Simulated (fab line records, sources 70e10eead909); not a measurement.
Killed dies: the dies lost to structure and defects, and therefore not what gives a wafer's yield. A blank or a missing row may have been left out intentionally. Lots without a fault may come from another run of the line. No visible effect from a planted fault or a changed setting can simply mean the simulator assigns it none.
Check for tools in common    flow nandHarc    15 lots, 45 wafers sampled

REASON IT WAS OPENED
At NHARC_A_M1_THK_MEAS_24 the reading thkNm is flagged on 3 of 15 lots. Fault-free wafers read 154.2 nm, with a standard deviation of 1.5.
Rule: a lot is flagged when every wafer of it that has a number lies more than 4 standard deviations from that mean, or none has a number. The rest of the lots are taken to be sound.

lot   measured      on            thkNm (nm), wafer by wafer  flag
L295  day 23 08:23  filmMetro-01  152.7 154.0 154.1           
L296  day 23 15:51  filmMetro-01  153.3 153.6 151.8           
L298  day 24 11:18  filmMetro-02  153.7 154.6 155.3           
L302  day 26 02:43  filmMetro-01  157.2 154.0 156.6           
L301  day 26 06:40  filmMetro-01  156.8 154.4 154.1           
L307  day 28 13:59  filmMetro-01  28.6 31.0 28.4              FLAGGED
L311  day 30 01:14  filmMetro-02  151.3 155.5 152.7           
L308  day 30 01:20  filmMetro-01  31.1 29.2 31.6              FLAGGED
L309  day 30 02:58  filmMetro-02  28.9 30.5 30.9              FLAGGED
L312  day 30 20:27  filmMetro-01  153.7 154.8 152.5           
L314  day 31 00:22  filmMetro-02  154.8 155.6 152.9           
L313  day 31 02:41  filmMetro-01  152.7 155.1 154.7           
L316  day 31 06:02  filmMetro-02  155.8 154.0 154.4           
L315  day 31 09:49  filmMetro-02  155.5 154.3 155.1           
L317  day 32 16:05  filmMetro-02  154.0 155.4 154.9           
Average over the flagged lots: 30.0 nm; offset from the usual -124.2 nm, equal to -83 standard deviations.

EACH LOT AND THE TOOL IT RAN ON
The record holds 5 process steps before the reading, out of a route of 1302 steps. Every cell lists first the tool, next ch and the chambers used by the sampled wafers, and last the start.
lot   flag     NHARC_A_M1_ETCH_15                            NHARC_A_M1_PVD_21                       NHARC_A_M1_ECD_22              NHARC_A_M1_ANNEAL_31             NHARC_A_M1_CMP_23
L295           rieDiel-10 ch 1,3, day 23 07:23 or earlier    pvdSputter-02, day 23 07:23 or earlier  ecdCu-01 ch 0,1, day 23 07:23  rtpAnneal-02 ch 0, day 23 07:46  cmp-04 ch 2,3, day 23 08:03
L296           rieDiel-04 ch 0,3, day 23 14:52 or earlier    pvdSputter-03, day 23 14:52 or earlier  ecdCu-01 ch 0,1, day 23 14:52  rtpAnneal-02 ch 0, day 23 15:11  cmp-04 ch 0,1,2, day 23 15:32
L298           rieDiel-07 ch 1,2,3, day 24 10:16 or earlier  pvdSputter-03, day 24 10:16 or earlier  ecdCu-02 ch 0,1, day 24 10:16  rtpAnneal-01 ch 0, day 24 10:38  cmp-01 ch 1,2,3, day 24 11:01
L302           rieDiel-07 ch 0,2,3, day 26 01:41 or earlier  pvdSputter-01, day 26 01:41 or earlier  ecdCu-01 ch 0,1, day 26 01:41  rtpAnneal-01 ch 0, day 26 02:04  cmp-01 ch 1,2, day 26 02:25
L301           rieDiel-04 ch 1,2,3, day 26 05:34 or earlier  pvdSputter-03, day 26 05:34 or earlier  ecdCu-02 ch 0,1, day 26 05:34  rtpAnneal-01 ch 0, day 26 05:57  cmp-04 ch 1,2,3, day 26 06:26
L307  FLAGGED  rieDiel-10 ch 0,1, day 28 13:05 or earlier    pvdSputter-01, day 28 13:05 or earlier  ecdCu-01 ch 0,1, day 28 13:05  rtpAnneal-01 ch 0, day 28 13:28  cmp-03 ch 1,2,3, day 28 13:43
L311           rieDiel-10 ch 0,2,3, day 30 00:12 or earlier  pvdSputter-01, day 30 00:12 or earlier  ecdCu-01 ch 0,1, day 30 00:12  rtpAnneal-02 ch 0, day 30 00:35  cmp-03 ch 0,3, day 30 00:57
L308  FLAGGED  rieDiel-04 ch 0,1,2, day 30 00:16 or earlier  pvdSputter-02, day 30 00:16 or earlier  ecdCu-02 ch 1, day 30 00:16    rtpAnneal-01 ch 0, day 30 00:43  cmp-04 ch 1,3, day 30 01:02
L309  FLAGGED  rieDiel-04 ch 0,1,3, day 30 01:57 or earlier  pvdSputter-03, day 30 01:57 or earlier  ecdCu-01 ch 0,1, day 30 01:57  rtpAnneal-02 ch 0, day 30 02:20  cmp-04 ch 2,3, day 30 02:38
L312           rieDiel-10 ch 0,1,3, day 30 19:31 or earlier  pvdSputter-01, day 30 19:31 or earlier  ecdCu-01 ch 0,1, day 30 19:31  rtpAnneal-02 ch 0, day 30 19:54  cmp-04 ch 2,3, day 30 20:08
L314           rieDiel-10 ch 0,1,2, day 30 23:20 or earlier  pvdSputter-01, day 30 23:20 or earlier  ecdCu-01 ch 0,1, day 30 23:20  rtpAnneal-02 ch 0, day 30 23:43  cmp-03 ch 0,1,2, day 31 00:03
L313           rieDiel-04 ch 1,2,3, day 31 01:45 or earlier  pvdSputter-03, day 31 01:45 or earlier  ecdCu-01 ch 0,1, day 31 01:45  rtpAnneal-02 ch 0, day 31 02:08  cmp-04 ch 2,3, day 31 02:24
L316           rieDiel-10 ch 0,1,2, day 31 04:59 or earlier  pvdSputter-01, day 31 04:59 or earlier  ecdCu-02 ch 0,1, day 31 04:59  rtpAnneal-02 ch 0, day 31 05:22  cmp-04 ch 2,3, day 31 05:45
L315           rieDiel-07 ch 2,3, day 31 08:50 or earlier    pvdSputter-01, day 31 08:50 or earlier  ecdCu-01 ch 0,1, day 31 08:50  rtpAnneal-01 ch 0, day 31 09:13  cmp-04 ch 0,3, day 31 09:30
L317           rieDiel-10 ch 0,1, day 32 15:09 or earlier    pvdSputter-03, day 32 15:09 or earlier  ecdCu-02 ch 0,1, day 32 15:09  rtpAnneal-01 ch 0, day 32 15:32  cmp-04 ch 0,2, day 32 15:46
What these steps do:
- NHARC_A_M1_ETCH_15: etches the open film in C4F8/Ar, target depth 182.5 nm, time 91.2 s.
- NHARC_A_M1_PVD_21: deposits Cu, target thk 30 nm, time 20.49 s.
- NHARC_A_M1_ECD_22: material Cu, target thk 400 nm.
- NHARC_A_M1_ANNEAL_31: time 90 s.
- NHARC_A_M1_CMP_23: polishes, t overpolish 20 s, target thk 154.34 nm.
- NHARC_A_M1_THK_MEAS_24: measures by xrf.

FLAGGED AGAINST TOTAL, ONE TOOL AT A TIME (gauges that did the reading follow at the end)
step                    tool           lots run  flagged  share of the flagged lots  sound lots run after its first flagged lot
NHARC_A_M1_ETCH_15      rieDiel-04     5         2        some                       1 (L313)
NHARC_A_M1_ETCH_15      rieDiel-07     3         0        none                       -
NHARC_A_M1_ETCH_15      rieDiel-10     7         1        some                       5 (L311,L312,L314,L316,L317)
NHARC_A_M1_PVD_21       pvdSputter-01  7         1        some                       5 (L311,L312,L314,L316,L315)
NHARC_A_M1_PVD_21       pvdSputter-02  2         1        some                       0
NHARC_A_M1_PVD_21       pvdSputter-03  6         1        some                       2 (L313,L317)
NHARC_A_M1_ECD_22       ecdCu-01       10        2        some                       5 (L311,L312,L314,L313,L315)
NHARC_A_M1_ECD_22       ecdCu-02       5         1        some                       2 (L316,L317)
NHARC_A_M1_ANNEAL_31    rtpAnneal-01   7         2        some                       2 (L315,L317)
NHARC_A_M1_ANNEAL_31    rtpAnneal-02   8         1        some                       4 (L312,L314,L313,L316)
NHARC_A_M1_CMP_23       cmp-01         2         0        none                       -
NHARC_A_M1_CMP_23       cmp-03         3         1        some                       2 (L311,L314)
NHARC_A_M1_CMP_23       cmp-04         10        2        some                       5 (L312,L313,L316,L315,L317)
NHARC_A_M1_THK_MEAS_24  filmMetro-01   8         2        some                       2 (L312,L313)
NHARC_A_M1_THK_MEAS_24  filmMetro-02   7         1        some                       4 (L314,L316,L315,L317)
NHARC_A_M1_ETCH_15 gives no start for some lots, so the hours and the order of its lots are those of NHARC_A_M1_ECD_22. NHARC_A_M1_PVD_21 gives no start for some lots, so the hours and the order of its lots are those of NHARC_A_M1_ECD_22.

WHAT THE TABLE PERMITS
No row of the table ran every flagged lot.

WHAT THE SIMULATOR PUT IN
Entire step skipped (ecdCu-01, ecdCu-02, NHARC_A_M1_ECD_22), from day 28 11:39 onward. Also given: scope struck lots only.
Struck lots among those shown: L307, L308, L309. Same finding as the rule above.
